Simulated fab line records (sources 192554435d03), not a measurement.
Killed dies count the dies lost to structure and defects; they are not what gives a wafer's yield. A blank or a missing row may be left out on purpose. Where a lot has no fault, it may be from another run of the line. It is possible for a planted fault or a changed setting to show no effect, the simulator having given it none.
fab line records | flow n5_finfet
record: lots: 6 | wafers: 18 | last_day: 17
route steps=1938 shown BEOL_M1@839 BEOL_M2@841 BEOL_M4@1111 PASSIVATION@1936
lots with no fault: from the same line, run without faults
start_h: hours from the record's opening day to when the first of the lot's shown wafers began | wait_h: how many hours have passed since the lot's step before this one | " the same as in the row above | L1.1+2: one row covering several wafers at once | - no value present, or no start provided | * or withheld: withheld | < > ~ a bound
route shown NAME@n: a module of which the file shows steps, and the number in the route of the first | usual: the fault-free wafers' mean and standard deviation | same: alike in all rows | chamber/n: place in a boat | sites: readings site by site | _std_site: their standard deviation | _edge_site: inner sites' mean taken away from outer sites' mean | radius_mm: how far each site lies from the wafer's centre | mask NAME#n: copy n | behind: tool/chamber where the wafer was last shaped | hold: the reason the lot was held/the length of the hold in hours/how it ended | device: the transistor (n, p or np) that didn't switch | end of line: tests run on the same wafers once the route is complete | a step given without rows: its recipe and nothing more | killed: the dies lost at the first sort to structure and to defects; this is not the yield of the wafer | map: per-die view of a wafer (x killed, . not killed, _ where there is no die)
set.NAME: the run value of the setting; set.NAME@STEP: its run value at that earlier step | model.NAME: the simulator's own value behind a step, which no gauge read
lots at selected steps of the route; one table per step, one row per wafer
services: from which hour (start_h, from the record's first day; less than 0 if before it) a tool's chamber was out of use, for how many hours, and why
== steps ==
step: N5_BEOL_M1_RS_MEAS_58
recipe: thk_meas_gauge: four-point-probe | reads: Co_of_BEOL_M1_CO_CAP_55+Cu_of_BEOL_M1_ECD_50+Co_of_BEOL_M1_CVD_47+TaN_of_BEOL_M1_ALD_84
usual: M1_RS: 0.67/0.033
lot.wafer | tool          | chamber | start_h | wait_h | M1_RS[ohm/sq]
L242.1    | film_metro-02 | -       | 162.51  | 0.0    | 0.71
L242.4    | "             | -       | "       | "      | 0.71
L242.6    | "             | -       | "       | "      | 0.65
L243.3    | film_metro-02 | -       | 167.05  | 0.1    | 0.72
L243.4    | "             | -       | "       | "      | 0.68
L243.6    | "             | -       | "       | "      | 0.67
L245.2    | film_metro-02 | -       | 167.38  | 0.1    | 0.70
L245.3    | "             | -       | "       | "      | 0.66
L245.6    | "             | -       | "       | "      | 0.65
L255.2    | film_metro-02 | -       | 226.31  | 0.1    | 0.67
L255.5    | "             | -       | "       | "      | 0.67
L255.6    | "             | -       | "       | "      | 0.64
L261.3    | film_metro-01 | -       | 259.26  | 0.1    | 0.69
L261.4    | "             | -       | "       | "      | 0.63
L261.6    | "             | -       | "       | "      | 0.58
L262.3    | film_metro-02 | -       | 266.71  | 0.1    | 0.69
L262.4    | "             | -       | "       | "      | 0.69
L262.6    | "             | -       | "       | "      | 0.63
step: N5_BEOL_M1_INSPECT_59
recipe: inspect_instrument: darkfield | mode: post_dep
usual: raw_defect_count: 71/28
lot.wafer | tool              | chamber | start_h | wait_h | raw_defect_count
L242.1    | defect_inspect-01 | -       | 162.54  | 0.0    | 62
L242.4    | "                 | -       | "       | "      | 96
L242.6    | "                 | -       | "       | "      | 108
L243.3    | defect_inspect-01 | -       | 167.07  | 0.0    | 49
L243.4    | "                 | -       | "       | "      | 54
L243.6    | "                 | -       | "       | "      | 57
L245.2    | defect_inspect-01 | -       | 167.40  | 0.0    | 96
L245.3    | "                 | -       | "       | "      | 86
L245.6    | "                 | -       | "       | "      | 57
L255.2    | defect_inspect-01 | -       | 226.33  | 0.0    | 42
L255.5    | "                 | -       | "       | "      | 36
L255.6    | "                 | -       | "       | "      | 63
L261.3    | defect_inspect-02 | -       | 259.28  | 0.0    | 45
L261.4    | "                 | -       | "       | "      | 50
L261.6    | "                 | -       | "       | "      | 61
L262.3    | defect_inspect-02 | -       | 266.73  | 0.0    | 44
L262.4    | "                 | -       | "       | "      | 82
L262.6    | "                 | -       | "       | "      | 77
step: N5_BEOL_M2_ILD_DEP_00
recipe: material: SiOC | target_thk_a: 790 | temp_c: 350 | precursor: DEMS/O2 | pressure_torr: 5 | rf_w: 500 | time_s: 15.3
usual: heater_power_w: 490/55 | showerhead_plenum_p_Torr: 5.695/0.015 | throttle_valve_pct: 12.0/0.75
lot.wafer | tool     | chamber | start_h | wait_h | heater_power_w | showerhead_plenum_p_Torr | since_wet_clean_h | throttle_valve_pct
L242.1    | pecvd-01 | 2       | 162.57  | 0.0    | 480            | 5.700                    | 2135              | 12.2
L242.4    | "        | 1       | "       | "      | 599            | 5.710                    | -                 | 12.0
L242.6    | "        | 0       | "       | "      | 456            | 5.702                    | -                 | 11.5
L243.3    | pecvd-04 | 2       | 167.11  | 0.0    | 442            | 5.705                    | 117               | 10.5
L243.4    | "        | 2       | "       | "      | 452            | 5.710                    | -                 | 10.4
L243.6    | "        | 1       | "       | "      | 545            | 5.708                    | -                 | 13.0
L245.2    | pecvd-04 | 1       | 167.44  | 0.0    | 475            | 5.710                    | 1596              | 13.0
L245.3    | "        | 2       | "       | "      | 492            | 5.717                    | 117               | 10.4
L245.6    | "        | 1       | "       | "      | 477            | 5.708                    | -                 | 13.1
L255.2    | pecvd-04 | 1       | 226.37  | 0.0    | 506            | 5.685                    | 1655              | 13.0
L255.5    | "        | 2       | "       | "      | 472            | 5.714                    | -                 | 10.8
L255.6    | "        | 1       | "       | "      | 517            | 5.683                    | -                 | 13.1
L261.3    | pecvd-01 | 0       | 259.33  | 0.1    | 395            | 5.676                    | -                 | 11.4
L261.4    | "        | 1       | "       | "      | 581            | 5.704                    | -                 | 12.2
L261.6    | "        | 0       | "       | "      | 395            | 5.692                    | -                 | 11.5
L262.3    | pecvd-02 | 0       | 266.78  | 0.1    | 549            | 5.683                    | -                 | 12.9
L262.4    | "        | 1       | "       | "      | 472            | 5.694                    | -                 | 12.1
L262.6    | "        | 0       | "       | "      | 542            | 5.709                    | -                 | 12.9
step: N5_BEOL_M2_THK_MEAS_01
recipe: reads: SiOC_of_BEOL_M2_ILD_DEP_00
usual: M2_ILD_THK: 78.9/1.1
lot.wafer | tool          | chamber | start_h | wait_h | M2_ILD_THK[nm]
L242.1    | film_metro-01 | -       | 162.64  | 0.0    | 79.0
L242.4    | "             | -       | "       | "      | 80.1
L242.6    | "             | -       | "       | "      | 79.8
L243.3    | film_metro-02 | -       | 167.18  | 0.1    | 78.8
L243.4    | "             | -       | "       | "      | 79.3
L243.6    | "             | -       | "       | "      | 79.6
L245.2    | film_metro-02 | -       | 167.51  | 0.1    | 78.2
L245.3    | "             | -       | "       | "      | 78.3
L245.6    | "             | -       | "       | "      | 79.4
L255.2    | film_metro-02 | -       | 226.44  | 0.1    | 78.7
L255.5    | "             | -       | "       | "      | 79.7
L255.6    | "             | -       | "       | "      | 79.8
L261.3    | film_metro-01 | -       | 259.40  | 0.1    | 78.9
L261.4    | "             | -       | "       | "      | 78.8
L261.6    | "             | -       | "       | "      | 79.9
L262.3    | film_metro-02 | -       | 266.85  | 0.1    | 79.5
L262.4    | "             | -       | "       | "      | 79.0
L262.6    | "             | -       | "       | "      | 80.0
step: N5_BEOL_M2_PECVD_72
recipe: material: SiO2 | target_thk_a: 160 | temp_c: 400 | precursor: TEOS/O2 | pressure_torr: 5.5 | rf_w: 450 | teos_flow_sccm: 53.8 | gas: O2 | flow_sccm: 3000 | time_s: 18
usual: heater_power_w: 725/65 | showerhead_plenum_p_Torr: 8.79/0.056 | throttle_valve_pct: 22.4/1.5
lot.wafer | tool     | chamber | start_h | wait_h | heater_power_w | showerhead_plenum_p_Torr | since_wet_clean_h | throttle_valve_pct
L242.1    | pecvd-02 | 0       | 162.68  | 0.0    | 854            | 8.79                     | 1048              | 24.1
L242.4    | "        | 1       | "       | "      | 672            | 8.77                     | -                 | 22.7
L242.6    | "        | 2       | "       | "      | 733            | 8.83                     | -                 | 21.8
L243.3    | pecvd-01 | 0       | 167.23  | 0.1    | 595            | 8.76                     | -                 | 21.6
L243.4    | "        | 2       | "       | "      | 743            | 8.84                     | -                 | 23.0
L243.6    | "        | 2       | "       | "      | 743            | 8.82                     | -                 | 22.9
L245.2    | pecvd-02 | 2       | 167.54  | 0.0    | 695            | 8.81                     | 299               | 21.8
L245.3    | "        | 1       | "       | "      | 770            | 8.77                     | 1778              | 22.8
L245.6    | "        | 1       | "       | "      | 757            | 8.77                     | -                 | 22.9
L255.2    | pecvd-04 | 0       | 226.47  | 0.0    | 714            | 8.71                     | 930               | 22.1
L255.5    | "        | 0       | "       | "      | 705            | 8.72                     | -                 | 22.4
L255.6    | "        | 2       | "       | "      | 797            | 8.90                     | -                 | 19.9
L261.3    | pecvd-02 | 2       | 259.44  | 0.0    | 666            | 8.83                     | 391               | 21.6
L261.4    | "        | 1       | "       | "      | 752            | 8.76                     | -                 | 22.7
L261.6    | "        | 0       | "       | "      | 835            | 8.77                     | -                 | 23.9
L262.3    | pecvd-04 | 1       | 266.89  | 0.0    | 766            | 8.78                     | 1696              | 24.3
L262.4    | "        | 1       | "       | "      | 764            | 8.79                     | -                 | 24.3
L262.6    | "        | 2       | "       | "      | 770            | 8.88                     | -                 | 20.1
step: N5_BEOL_M2_HM_DEP_02
recipe: material: TiN | target_thk_a: 200 | temp_c: 25 | chamber_pressure_pa: 0.49996
usual: throttle_valve_pct: 30.3/1
lot.wafer | tool           | chamber | start_h | wait_h | throttle_valve_pct
L242.1    | pvd_sputter-03 | -       | 163.60  | 0.9    | 29.1
L242.4    | "              | -       | "       | "      | 28.3
L242.6    | "              | -       | "       | "      | 28.5
L243.3    | pvd_sputter-01 | -       | 167.75  | 0.5    | 30.8
L243.4    | "              | -       | "       | "      | 30.9
L243.6    | "              | -       | "       | "      | 30.7
L245.2    | pvd_sputter-03 | -       | 167.98  | 0.4    | 30.5
L245.3    | "              | -       | "       | "      | 31.8
L245.6    | "              | -       | "       | "      | 28.7
L255.2    | pvd_sputter-02 | -       | 227.27  | 0.8    | 30.2
L255.5    | "              | -       | "       | "      | 29.2
L255.6    | "              | -       | "       | "      | 30.2
L261.3    | pvd_sputter-01 | -       | 260.25  | 0.8    | 30.9
L261.4    | "              | -       | "       | "      | 31.8
L261.6    | "              | -       | "       | "      | 29.6
L262.3    | pvd_sputter-01 | -       | 267.65  | 0.7    | 31.2
L262.4    | "              | -       | "       | "      | 30.8
L262.6    | "              | -       | "       | "      | 29.6
step: N5_BEOL_M2_COAT_61
recipe: resist: SOC | temp_c: 250 | time_s: 60 | spin_rpm: 1500 | resist_thk_nm: 60
step: N5_BEOL_M2_COAT_62
recipe: resist: SiARC | temp_c: 220 | time_s: 60 | spin_rpm: 1500 | resist_thk_nm: 12
step: N5_BEOL_M2_COAT_73
recipe: resist: underlayer | temp_c: 205 | time_s: 60 | spin_rpm: 1500 | resist_thk_nm: 5
step: N5_BEOL_M2_COAT_05
recipe: resist: CAR-EUV | spin_rpm: 1500 | resist_thk_nm: 30
step: N5_BEOL_M2_EBR_07
recipe: solvent: PGMEA | ebr_width_mm: 1.5
step: N5_BEOL_M2_SOFTBAKE_06
recipe: temp_c: 110 | time_s: 60 | resist: CAR-EUV
step: N5_BEOL_M2_EXPOSE_08
recipe: mask_id: M2 | na: 0.33 | source_shape: dipole | sigma_inner: 0.369 | sigma_outer: 0.767 | polarization: unpolarized | dose_mj: 41.25
lot.wafer  | tool           | chamber | start_h | wait_h | mask | model.BEOL_M2.overlay_x_nm
L242.1+4+6 | euv_scanner-02 | 0       | 163.99  | -      | M2#0 | 0.4
L243.3+4+6 | euv_scanner-01 | 0       | 168.17  | -      | M2#0 | -0.2
L245.2+3+6 | euv_scanner-02 | 0       | 168.38  | -      | M2#0 | 0.8
L255.2+5+6 | euv_scanner-02 | 0       | 227.54  | -      | M2#0 | 0.4
L261.3+4+6 | euv_scanner-02 | 0       | 260.65  | -      | M2#0 | 7.6
L262.3+4+6 | euv_scanner-02 | 0       | 267.93  | -      | M2#0 | 7.6
step: N5_BEOL_M2_PEB_09
recipe: peb_temp_c: 100 | peb_time_s: 60 | resist: CAR-EUV
step: N5_BEOL_M2_DEVELOP_10
recipe: develop_time_s: 30 | developer: TMAH | resist: CAR-EUV | rinse_liquid: surfactant_rinse | dry: air_spin | dev_temp_c: 23
step: N5_BEOL_M2_CD_MEAS_11
recipe: target_cd_nm: 16.79 | landing_energy_ev: 500 | detector: se_inlens | polarity: opening
usual: cd_nm: 16.75/0.24
lot.wafer | tool      | chamber | start_h | wait_h | cd_nm
L242.1    | cd_sem-02 | 0       | 164.12  | -      | 16.65
L242.4    | "         | 0       | "       | "      | 16.78
L242.6    | "         | 0       | "       | "      | 16.79
L243.3    | cd_sem-03 | 0       | 168.29  | -      | 16.61
L243.4    | "         | 0       | "       | "      | 16.84
L243.6    | "         | 0       | "       | "      | 16.66
L245.2    | cd_sem-03 | 0       | 168.50  | -      | 17.37
L245.3    | "         | 0       | "       | "      | 17.13
L245.6    | "         | 0       | "       | "      | 17.05
L255.2    | cd_sem-01 | 0       | 227.66  | -      | 16.78
L255.5    | "         | 0       | "       | "      | 16.53
L255.6    | "         | 0       | "       | "      | 17.11
L261.3    | cd_sem-03 | 0       | 260.77  | -      | 16.60
L261.4    | "         | 0       | "       | "      | 16.93
L261.6    | "         | 0       | "       | "      | 16.64
L262.3    | cd_sem-02 | 0       | 268.05  | -      | 16.96
L262.4    | "         | 0       | "       | "      | 16.83
L262.6    | "         | 0       | "       | "      | 16.49
step: N5_BEOL_M2_OVL_MEAS_12
recipe: points_per_wafer: 522
usual: M2_OVL: 0.4/0.72
lot.wafer | tool       | chamber | start_h | wait_h | M2_OVL[nm]
L242.1    | overlay-01 | 0       | 164.15  | 0.0    | 0.9
L242.4    | "          | 0       | "       | "      | -0.2
L242.6    | "          | 0       | "       | "      | -0.5
L243.3    | overlay-01 | 0       | 168.33  | 0.0    | 1.3
L243.4    | "          | 0       | "       | "      | 0.7
L243.6    | "          | 0       | "       | "      | 2.1
L245.2    | overlay-01 | 0       | 168.54  | 0.0    | 0.9
L245.3    | "          | 0       | "       | "      | 1.4
L245.6    | "          | 0       | "       | "      | 0.2
L255.2    | overlay-02 | 0       | 227.70  | 0.0    | -0.5
L255.5    | "          | 0       | "       | "      | 0.5
L255.6    | "          | 0       | "       | "      | 0.1
L261.3    | overlay-01 | 0       | 260.81  | 0.0    | 7.8
L261.4    | "          | 0       | "       | "      | 7.8
L261.6    | "          | 0       | "       | "      | 8.6
L262.3    | overlay-01 | 0       | 268.09  | 0.0    | 8.1
L262.4    | "          | 0       | "       | "      | 8.9
L262.6    | "          | 0       | "       | "      | 8.0
step: N5_BEOL_M2_INSPECT_13
recipe: mode: adi | inspect_instrument: brightfield
usual: raw_defect_count: 423/100
lot.wafer | tool              | chamber | start_h | wait_h | raw_defect_count
L242.1    | defect_inspect-01 | -       | 164.21  | 0.1    | 507
L242.4    | "                 | -       | "       | "      | 552
L242.6    | "                 | -       | "       | "      | 580
L243.3    | defect_inspect-01 | -       | 168.38  | 0.1    | 287
L243.4    | "                 | -       | "       | "      | 319
L243.6    | "                 | -       | "       | "      | 336
L245.2    | defect_inspect-01 | -       | 168.59  | 0.0    | 564
L245.3    | "                 | -       | "       | "      | 418
L245.6    | "                 | -       | "       | "      | 488
L255.2    | defect_inspect-01 | -       | 227.75  | 0.0    | 419
L255.5    | "                 | -       | "       | "      | 301
L255.6    | "                 | -       | "       | "      | 343
L261.3    | defect_inspect-01 | -       | 260.86  | 0.0    | 372
L261.4    | "                 | -       | "       | "      | 380
L261.6    | "                 | -       | "       | "      | 596
L262.3    | defect_inspect-01 | -       | 268.14  | 0.0    | 354
L262.4    | "                 | -       | "       | "      | 409
L262.6    | "                 | -       | "       | "      | 409
step: N5_BEOL_M4_RC_MEAS_101
usual: DIBL_N: 35.8/1.8 | DIBL_P: 35.6/2 | IOFF_N: 0.148/0.028 | IOFF_P: 0.20/0.034 | ION_N: 672/12 | ION_P: 462/8.5 | SS_N: 71.2/0.65 | SS_P: 73.1/0.67 | VT_N: 251/3.3 | VT_P: -251/3.8
lot.wafer | tool      | chamber | start_h | wait_h | DIBL_N[mV/V] | DIBL_P[mV/V] | IOFF_N[nA/um] | IOFF_P[nA/um] | ION_N[uA/um] | ION_P[uA/um] | SS_N[mV/dec] | SS_P[mV/dec] | VT_N[mV] | VT_P[mV]
L242.1    | prober-01 | 0       | 192.46  | 0.0    | 37.5         | 35.6         | 0.150         | 0.23          | 661          | 466          | 71.5         | 74.0         | 251      | -247
L242.4    | "         | 0       | "       | "      | 38.5         | 36.8         | 0.173         | 0.25          | 655          | 457          | 72.3         | 74.1         | 250      | -245
L242.6    | "         | 0       | "       | "      | 37.6         | 34.2         | 0.142         | 0.20          | 647          | 452          | 71.7         | 72.4         | 253      | -252
L243.3    | prober-01 | 0       | 199.54  | 0.3    | 35.2         | 36.5         | 0.132         | 0.17          | 638          | 442          | 71.7         | 72.6         | 254      | -257
L243.4    | "         | 0       | "       | "      | 31.6         | 32.8         | 0.093         | 0.13          | 660          | 455          | 70.1         | 71.9         | 256      | -259
L243.6    | "         | 0       | "       | "      | 34.8         | 36.1         | 0.130         | 0.17          | 670          | 458          | 70.1         | 72.0         | 254      | -256
L245.2    | prober-02 | 0       | 203.90  | 0.2    | 34.6         | 33.3         | 0.128         | 0.19          | 672          | 465          | 70.6         | 71.7         | 251      | -252
L245.3    | "         | 0       | "       | "      | 33.7         | 33.0         | 0.118         | 0.17          | 659          | 458          | 70.4         | 72.7         | 253      | -253
L245.6    | "         | 0       | "       | "      | 33.9         | 33.1         | 0.118         | 0.17          | 670          | 466          | 70.5         | 72.6         | 252      | -251
L255.2    | prober-01 | 0       | 262.67  | 0.2    | 38.2         | 38.2         | 0.196         | 0.23          | 683          | 467          | 71.8         | 73.7         | 247      | -250
L255.5    | "         | 0       | "       | "      | 35.0         | 34.7         | 0.128         | 0.17          | 668          | 462          | 71.6         | 73.6         | 254      | -257
L255.6    | "         | 0       | "       | "      | 34.9         | 34.4         | 0.134         | 0.18          | 679          | 459          | 70.9         | 72.8         | 254      | -252
L261.3    | prober-02 | 0       | 307.18  | 0.3    | 34.2         | 33.6         | 0.128         | 0.18          | 679          | 463          | 70.3         | 72.2         | 254      | -252
L261.4    | "         | 0       | "       | "      | 34.9         | 33.6         | 0.130         | 0.17          | 678          | 462          | 71.0         | 72.6         | 253      | -252
L261.6    | "         | 0       | "       | "      | 36.6         | 35.9         | 0.153         | 0.21          | 687          | 471          | 71.3         | 73.1         | 250      | -248
L262.3    | prober-02 | 0       | 311.02  | 0.3    | 34.3         | 34.4         | 0.142         | 0.20          | 690          | 471          | 70.7         | 72.1         | 253      | -250
L262.4    | "         | 0       | "       | "      | 37.9         | 38.2         | 0.200         | 0.25          | 686          | 472          | 71.2         | 73.8         | 247      | -247
L262.6    | "         | 0       | "       | "      | 38.1         | 38.1         | 0.214         | 0.26          | 705          | 481          | 71.2         | 72.8         | 243      | -244
step: N5_PASSIVATION_PROBE_49
usual: defect_limited_yield: 91.3/1.5 | killed_at_M0_to_M3: 34/11 | killed_at_M4_up: 14/6.1 | killed_at_contacts: 12/5.9 | killed_at_front_end: 39/11 | killed_at_other: 4/3.3 | killed_dies: 102/18 | killed_open: 67/13 | killed_short: 33/7.9 | sort_bin_5_function: 5.1/1 | sort_bin_6_memory: 3.3/0.7 | sort_bin_8_speed: 0.1/0.69 | sort_n_pass: 1077/19 | sort_yield_pct: 91.3/1.6
same: gross_dies: 1180 | killed_at_back_side: 0 | sort_bin_4_leakage[%]: 0
lot.wafer | tool      | chamber | start_h | wait_h | defect_limited_yield[%] | killed_at_M0_to_M3 | killed_at_M4_up | killed_at_contacts | killed_at_front_end | killed_at_other | killed_dies | killed_open | killed_short | sort_bin_5_function[%] | sort_bin_6_memory[%] | sort_bin_8_speed[%] | sort_n_pass | sort_yield_pct[%]
L262.4    | prober-01 | -       | 404.34  | 0.2    | 91.4                    | 41                 | 16              | 10                 | 33                  | 2               | 102         | 72          | 26           | 4.6                    | 3.6                  | 0                   | 1078        | 91.4
L262.6    | prober-01 | -       | 404.44  | 0.3    | 91.9                    | 27                 | 16              | 9                  | 43                  | 1               | 96          | 68          | 26           | 5.1                    | 3.0                  | 0                   | 1084        | 91.9
L261.6    | prober-01 | -       | 405.72  | 0.3    | 87.6                    | 43                 | 34              | 28                 | 35                  | 6               | 146         | 96          | 48           | 8.2                    | 4.1                  | 0                   | 1034        | 87.6
killed by level:class
L262.4 BEOL_M3:geometric_particle:open=14 STI_FIN_REVEAL:geometric_particle:open=11 MOL_CONTACT_COAG:geometric_particle:open=8 BEOL_M1:geometric_particle:open=7 DUMMY_GATE:geometric_particle:open=5 FIN_SAQP:geometric_particle:short=4 BEOL_M4:geometric_particle:open=4 BEOL_M0_SAQP:geometric_particle:short=4
L262.6 STI_FIN_REVEAL:geometric_particle:open=13 FIN_SAQP:geometric_particle:open=9 BEOL_M0_SAQP:geometric_particle:open=6 DUMMY_GATE:geometric_particle:open=5 MOL_CONTACT_COAG:geometric_particle:open=5 BEOL_M1:geometric_particle:open=5 BEOL_M0_SAQP:geometric_particle:short=4 BEOL_M2:geometric_particle:open=4
L261.6 MOL_CONTACT_COAG:geometric_particle:open=23 BEOL_M4:geometric_particle:open=18 BEOL_M3:geometric_particle:open=11 BEOL_M0_SAQP:geometric_particle:short=9 BEOL_M2:geometric_particle:open=7 STI_FIN_REVEAL:geometric_particle:open=6 FIN_SAQP:geometric_particle:short=5 DUMMY_GATE:geometric_particle:open=5
== services ==
tool           | chamber | start_h | hours | kind
pecvd-04       | 2       | 142.72  | 2.1   | scheduled_down
euv_scanner-01 | -       | 145.95  | 8.0   | pm
pecvd-04       | 2       | 147.09  | 5.5   | scheduled_down
euv_scanner-02 | -       | 157.43  | 1.0   | pm
euv_scanner-01 | -       | 159.88  | 1.0   | pm
euv_scanner-01 | -       | 161.50  | 0.3   | repair
pecvd-04       | -       | 164.08  | 1.0   | repair
pecvd-01       | 1       | 167.18  | 4.5   | repair
pecvd-04       | 0       | 174.70  | 5.5   | scheduled_down
euv_scanner-02 | -       | 181.99  | 1.9   | repair
pecvd-02       | 1       | 207.07  | 5.5   | scheduled_down
euv_scanner-02 | 0       | 212.14  | -     | calibration
pecvd-02       | 2       | 213.03  | 5.5   | scheduled_down
euv_scanner-02 | -       | 215.68  | 1.0   | pm
euv_scanner-01 | -       | 216.74  | 1.0   | pm
euv_scanner-01 | -       | 218.13  | 0.9   | repair
pecvd-01       | -       | 219.34  | 6.0   | pm
euv_scanner-02 | -       | 231.38  | 24.5  | repair
pecvd-01       | 2       | 234.42  | 2.5   | repair
pecvd-01       | 2       | 236.96  | -     | clean
pecvd-01       | 2       | 236.96  | -     | consumable_replace:showerhead
pecvd-01       | 2       | 236.96  | 29.0  | scheduled_down
pecvd-01       | 2       | 236.96  | 29.0  | vent_cycle
euv_scanner-01 | -       | 261.75  | 1.1   | repair
== key ==
first_sign: step: N5_BEOL_M2_OVL_MEAS_12 | reading: M2_OVL | direction: up | sigmas: 11 | usual: 0.4 | struck: 8.2
effect none on later readings
model_effect: step: N5_BEOL_M2_EXPOSE_08 | value: BEOL_M2.overlay_x_nm | without: 0.4 | struck: 7.6
met_at N5_BEOL_M2_EXPOSE_08
struck_wafers L261.3,L261.4,L261.6,L262.3,L262.4,L262.6
onset_between 227.54 260.65
also_fits time
fault: kind: scanner_matching_overlay | tool: euv_scanner-02 | chamber: - | onset_h: 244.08 | steps: N5_BEOL_M2_EXPOSE_08 | offset: 7.1333
